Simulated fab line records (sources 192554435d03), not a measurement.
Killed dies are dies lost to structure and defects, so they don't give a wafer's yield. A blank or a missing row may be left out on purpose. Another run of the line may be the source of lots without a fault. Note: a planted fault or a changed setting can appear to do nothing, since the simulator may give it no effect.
What tool caused it?	flow n5Finfet	33 wafers from 11 lots sampled at 4 of the route's 1938 steps

## WHAT EACH GAUGE READ, for each wafer
No reading from a measuring or inspecting step in the record can be judged against a usual standard deviation.

## TOOL THAT RAN EACH LOT (tool first, then ch and the chambers of the sampled wafers, then the start)
lot	N5_BEOL_M13_PRE_CLEAN_42	N5_PASSIVATION_STRIP_34	N5_PASSIVATION_STRIP_48	N5_PASSIVATION_PROBE_49
L817	pvdSputter-03, day 11 02:56	rieDiel-03 ch 1,2, day 12 09:02	rieDiel-01 ch 0,1,2, day 12 10:58	prober-01, day 12 13:47
L819	pvdSputter-03, day 11 05:38	rieDiel-03 ch 1,2, day 12 10:35	rieDiel-01 ch 0,1,2, day 12 12:31	prober-01, day 12 15:38
L820	pvdSputter-02, day 11 20:19	rieDiel-03 ch 1,3, day 12 20:40	rieDiel-01 ch 1,2, day 12 22:29	prober-01, day 13 01:01
L821	pvdSputter-01, day 12 03:37	rieDiel-04 ch 0,1,2, day 13 01:41	rieDiel-01 ch 1,2,3, day 13 03:31	prober-02, day 13 06:08
L822	pvdSputter-02, day 12 10:46	rieDiel-01 ch 0,1,2, day 13 09:13	rieDiel-04 ch 0,1,2, day 13 11:19	prober-02, day 13 14:22
L825	pvdSputter-02, day 13 07:29	rieDiel-04 ch 0,1,3, day 14 08:00	rieDiel-04 ch 0,2, day 14 09:43	prober-01, day 14 12:15
L828	pvdSputter-02, day 14 07:40	rieDiel-04 ch 0,1,2, day 15 11:24	rieDiel-04 ch 1,2, day 15 13:15	prober-01, day 15 15:49
L836	pvdSputter-03, day 16 06:52	rieDiel-01 ch 0,1, day 17 15:56	rieDiel-01 ch 1,2, day 17 17:45	prober-01, day 17 20:47
L840	pvdSputter-03, day 17 02:15	rieDiel-01 ch 0,1,3, day 18 02:08	rieDiel-03 ch 0,3, day 18 03:50	prober-02, day 18 06:23
L837	pvdSputter-03, day 17 04:10	rieDiel-01 ch 2,3, day 18 04:49	rieDiel-03 ch 0,1, day 18 06:33	prober-02, day 18 09:17
L839	pvdSputter-03, day 17 11:45	rieDiel-03 ch 0,1,3, day 18 11:43	rieDiel-03 ch 1,2,3, day 18 13:29	prober-02, day 18 16:00
- N5_BEOL_M13_PRE_CLEAN_42: time 30 s.
- N5_PASSIVATION_STRIP_34: strips in O2.
- N5_PASSIVATION_STRIP_48: strips in O2.
- N5_PASSIVATION_PROBE_49

## WHAT THE TOOLS THEMSELVES READ (means of the sampled wafers that have a number; where no wafer has one, the mark that the record gives instead)
N5_BEOL_M13_PRE_CLEAN_42. Usual: heaterPowerW reads 345 W (standard deviation 27).
lot	tool	heaterPowerW (W)	flag
L817	pvdSputter-03	358	
L819	pvdSputter-03	346	
L820	pvdSputter-02	345	
L821	pvdSputter-01	345	
L822	pvdSputter-02	346	
L825	pvdSputter-02	354	
L828	pvdSputter-02	335	
L836	pvdSputter-03	329	
L840	pvdSputter-03	339	
L837	pvdSputter-03	337	
L839	pvdSputter-03	368	

N5_PASSIVATION_STRIP_34. Usual: drypumpMotorCurrentA 5.6 A, standard deviation 0.53; oesProductAu 0.78 a.u., standard deviation 0.085; rfVppV 3.6 V, standard deviation 1.5; showerheadPlenumPTorr 2.11 Torr, standard deviation 0.083; throttleValvePct 16.70 %, standard deviation 0.21.
lot	tool	drypumpMotorCurrentA (A)	oesProductAu (a.u.)	rfVppV (V)	showerheadPlenumPTorr (Torr)	throttleValvePct (%)	flag
L817	rieDiel-03	6.2	0.71	3.7	2.04	16.67	
L819	rieDiel-03	6.3	0.71	3.4	2.01	16.67	
L820	rieDiel-03	5.9	0.72	3.4	2.03	16.72	
L821	rieDiel-04	5.8	0.78	4.2	2.08	16.64	
L822	rieDiel-01	5.3	0.89	3.4	2.16	16.57	
L825	rieDiel-04	5.7	0.83	4.1	2.11	16.55	
L828	rieDiel-04	5.8	0.78	3.8	2.07	16.68	
L836	rieDiel-01	5.3	0.83	3.2	2.15	16.56	
L840	rieDiel-01	5.6	0.78	3.9	2.10	16.70	
L837	rieDiel-01	5.3	0.78	2.9	2.17	16.87	
L839	rieDiel-03	5.4	0.80	3.7	2.09	16.65	

N5_PASSIVATION_STRIP_48. Usual: drypumpMotorCurrentA 5.5 A, standard deviation 0.48; oesProductAu 0.80 a.u., standard deviation 0.091; rfVppV 3.3 V, standard deviation 2.2; showerheadPlenumPTorr 2.11 Torr, standard deviation 0.08; throttleValvePct 16.67 %, standard deviation 0.24.
lot	tool	drypumpMotorCurrentA (A)	oesProductAu (a.u.)	rfVppV (V)	showerheadPlenumPTorr (Torr)	throttleValvePct (%)	flag
L817	rieDiel-01	5.2	0.89	4.1	2.17	16.55	
L819	rieDiel-01	5.3	0.90	4.7	2.17	16.57	
L820	rieDiel-01	5.0	0.93	4.5	2.23	16.57	
L821	rieDiel-01	5.3	0.86	3.4	2.19	16.68	
L822	rieDiel-04	5.8	0.79	3.4	2.07	16.67	
L825	rieDiel-04	5.5	0.84	4.0	2.09	16.42	
L828	rieDiel-04	5.9	0.70	4.5	2.03	16.82	
L836	rieDiel-01	5.1	0.86	2.3	2.22	16.64	
L840	rieDiel-03	4.9	0.74	4.9	2.13	16.94	
L837	rieDiel-03	5.5	0.84	3.9	2.12	16.55	
L839	rieDiel-03	5.8	0.87	2.6	2.04	16.51	

N5_PASSIVATION_PROBE_49. Usual: defectLimitedYield 91.7 %, standard deviation 1.2; killed_at_M0_to_M3 33, standard deviation 9.5; killed_at_M4_up 13, standard deviation 4.9; killedAtContacts 13, standard deviation 6.6; killedAtFrontEnd 36, standard deviation 11; killedAtOther 3.0, standard deviation 2.6; killedDies 97, standard deviation 14; killedOnRim 13, standard deviation 3.8; killedOpen 65, standard deviation 11; killedShort 31, standard deviation 6.6; sort_bin_5_function 4.8 %, standard deviation 0.82; sort_bin_6_memory 3.1 %, standard deviation 0.58; sort_bin_8_speed 0.00 %, standard deviation 0.02; sortNPass 1083, standard deviation 14; sortYieldPct 91.7 %, standard deviation 1.2.
lot	tool	defectLimitedYield (%)	killed_at_M0_to_M3	killed_at_M4_up	killedAtContacts	killedAtFrontEnd	killedAtOther	killedDies	killedOnRim	killedOpen	killedShort	sort_bin_5_function (%)	sort_bin_6_memory (%)	sort_bin_8_speed (%)	sortNPass	sortYieldPct (%)	flag
L817	prober-01	92.3	38	11	12	27	2.7	91	10	63	26	4.8	2.8	0.00	1089	92.3	
L819	prober-01	92.0	43	9	15	23	4.0	95	11	63	29	4.8	3.0	0.00	1085	92.0	
L820	prober-01	93.2	25	13	5	34	4.7	81	8	53	27	3.8	2.9	0.00	1099	93.2	
L821	prober-02	92.6	22	9	11	36	8.3	87	8	57	30	4.4	2.8	0.00	1093	92.6	
L822	prober-02	92.4	26	14	16	32	1.0	89	12	61	27	4.4	2.7	0.00	1091	92.4	
L825	prober-01	92.2	33	12	5	39	2.7	92	10	62	27	5.0	2.6	0.00	1088	92.2	
L828	prober-01	88.7	31	54	9	34	5.3	133	18	56	30	6.4	3.4	0.00	1047	88.7	OFF
L836	prober-01	92.0	36	11	17	29	0.7	94	15	67	27	4.8	2.9	0.00	1086	92.0	
L840	prober-02	91.0	36	8	15	44	3.3	106	12	75	31	5.1	3.6	0.00	1074	91.0	
L837	prober-02	91.7	28	14	7	48	1.0	98	13	64	31	4.7	3.3	0.03	1081	91.6	
L839	prober-02	91.3	24	17	12	49	1.7	103	12	64	39	5.3	2.9	0.00	1077	91.3	

## THE ANSWER, worked out from the rows above alone
Rule: take the mean of a lot's wafers that have a number; if it is more than 3 standard deviations from the usual mean, the lot is off. A lot without any number at a reading at which 4 lots or more have one is off too. Any other lot the step has rows for is counted as sound. Order of review: gauges by route order, followed by the tools' own readings, for which a lot's mean as printed above is used. The first step at which some lot is off is used, and at that step the reading that is off furthest; a lot without a number counts as furthest.
Off: L828, at N5_PASSIVATION_PROBE_49 (killed_at_M4_up).
A tool fits if, at that step or a process step before it, it ran every lot that is off, and no sound lot after the first of them. 2 tools fit, pvdSputter-02 at N5_BEOL_M13_PRE_CLEAN_42 and rieDiel-04 at N5_PASSIVATION_STRIP_34 and N5_PASSIVATION_STRIP_48, so this cannot tell which one it is.

## WHAT HAD BEEN PUT IN BY THE SIMULATOR
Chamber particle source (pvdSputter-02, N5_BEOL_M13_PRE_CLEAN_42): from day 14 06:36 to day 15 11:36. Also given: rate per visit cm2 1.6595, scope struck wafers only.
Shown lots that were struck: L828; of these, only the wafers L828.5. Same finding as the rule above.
